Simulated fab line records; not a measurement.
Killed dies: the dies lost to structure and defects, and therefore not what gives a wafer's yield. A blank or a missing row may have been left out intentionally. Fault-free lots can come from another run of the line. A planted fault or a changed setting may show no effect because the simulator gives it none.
Check of tool commonality / flow n5 finfet / 9 lots, 27 wafers sampled

== WHY IT WAS OPENED ==
At N5_BEOL_M0_CUTY_OVL_MEAS_58 the reading M0_ABLK_OVL is flagged on 2 of 9 lots. Wafers without a fault read -0.2 nm, standard deviation 0.83.
Rule: flag the lot when none of its wafers has a number, or when each of its wafers that has one lies beyond 4 standard deviations from that mean. The other lots count as sound.

lot=L677; measured=day 5 16:32; on=overlay-02; M0_ABLK_OVL (nm), wafer by wafer=-0.1 -1.8 -0.6; flag=
lot=L679; measured=day 6 08:09; on=overlay-02; M0_ABLK_OVL (nm), wafer by wafer=0.3 0.2 1.4; flag=
lot=L681; measured=day 6 15:08; on=overlay-02; M0_ABLK_OVL (nm), wafer by wafer=-0.2 -1.1 0.1; flag=
lot=L682; measured=day 6 21:32; on=overlay-01; M0_ABLK_OVL (nm), wafer by wafer=-0.5 0.2 -0.8; flag=
lot=L689; measured=day 9 00:32; on=overlay-01; M0_ABLK_OVL (nm), wafer by wafer=0.3 -0.6 -0.1; flag=
lot=L691; measured=day 9 15:41; on=overlay-01; M0_ABLK_OVL (nm), wafer by wafer=-0.5 0.3 -0.7; flag=
lot=L692; measured=day 9 16:00; on=overlay-02; M0_ABLK_OVL (nm), wafer by wafer=-0.8 -0.6 -0.1; flag=
lot=L699; measured=day 11 06:37; on=overlay-02; M0_ABLK_OVL (nm), wafer by wafer=12.2 11.0 10.6; flag=FLAGGED
lot=L700; measured=day 11 17:41; on=overlay-02; M0_ABLK_OVL (nm), wafer by wafer=11.5 10.9 11.9; flag=FLAGGED
Average over the flagged lots: 11.3 nm; offset from the usual +11.5 nm, equal to +14 standard deviations.

== TOOL THAT RAN EACH LOT ==
The record holds 1 process step before the reading, out of a route of 1938 steps. Each cell gives the tool, then ch followed by the chambers the sampled wafers passed through, then the start.
lot=L677; flag=; N5_BEOL_M0_CUTY_EXPOSE_54=arfi scanner-01 ch 0, day 5 16:24
lot=L679; flag=; N5_BEOL_M0_CUTY_EXPOSE_54=arfi scanner-03 ch 0, day 6 08:01
lot=L681; flag=; N5_BEOL_M0_CUTY_EXPOSE_54=arfi scanner-01 ch 0, day 6 14:59
lot=L682; flag=; N5_BEOL_M0_CUTY_EXPOSE_54=arfi scanner-03 ch 0, day 6 21:23
lot=L689; flag=; N5_BEOL_M0_CUTY_EXPOSE_54=arfi scanner-01 ch 0, day 9 00:24
lot=L691; flag=; N5_BEOL_M0_CUTY_EXPOSE_54=arfi scanner-01 ch 0, day 9 15:32
lot=L692; flag=; N5_BEOL_M0_CUTY_EXPOSE_54=arfi scanner-03 ch 0, day 9 15:50
lot=L699; flag=FLAGGED; N5_BEOL_M0_CUTY_EXPOSE_54=arfi scanner-01 ch 0, day 11 06:28
lot=L700; flag=FLAGGED; N5_BEOL_M0_CUTY_EXPOSE_54=arfi scanner-01 ch 0, day 11 17:32
What these steps do:
- N5_BEOL_M0_CUTY_EXPOSE_54: exposes mask M0 ABLK.
- N5_BEOL_M0_CUTY_OVL_MEAS_58

== FLAGGED OVER TOTAL, TOOL BY TOOL (the gauges that took the reading come last) ==
step=N5_BEOL_M0_CUTY_EXPOSE_54; tool=arfi scanner-01; lots run=6; flagged=2; share of the flagged lots=all; sound lots run after its first flagged lot=0
step=N5_BEOL_M0_CUTY_EXPOSE_54; tool=arfi scanner-03; lots run=3; flagged=0; share of the flagged lots=none; sound lots run after its first flagged lot=-
step=N5_BEOL_M0_CUTY_OVL_MEAS_58; tool=overlay-01; lots run=3; flagged=0; share of the flagged lots=none; sound lots run after its first flagged lot=-
step=N5_BEOL_M0_CUTY_OVL_MEAS_58; tool=overlay-02; lots run=6; flagged=2; share of the flagged lots=all; sound lots run after its first flagged lot=0

== THE TABLE: WHAT IT ALLOWS ==
Every flagged lot went through 2 rows of the table: arfi scanner-01 at N5_BEOL_M0_CUTY_EXPOSE_54 and overlay-02 at N5_BEOL_M0_CUTY_OVL_MEAS_58.
- arfi scanner-01 at N5_BEOL_M0_CUTY_EXPOSE_54: 2 of its 6 lots flagged. It ran its last sound lot, L691, at day 9 15:32 and its first flagged lot, L699, at day 11 06:28: a fault with its onset between the two fits.
- overlay-02 at N5_BEOL_M0_CUTY_OVL_MEAS_58: 2 of its 6 lots flagged. It ran its last sound lot, L692, at day 9 16:00 and its first flagged lot, L699, at day 11 06:37: a fault with its onset between the two fits.
Because each of these 2 tools fits a fault that began at some hour, counting lots does not separate them. More lots, or a look at what each step does to the wafer, might.

== WHAT WAS PUT IN BY THE SIMULATOR ==
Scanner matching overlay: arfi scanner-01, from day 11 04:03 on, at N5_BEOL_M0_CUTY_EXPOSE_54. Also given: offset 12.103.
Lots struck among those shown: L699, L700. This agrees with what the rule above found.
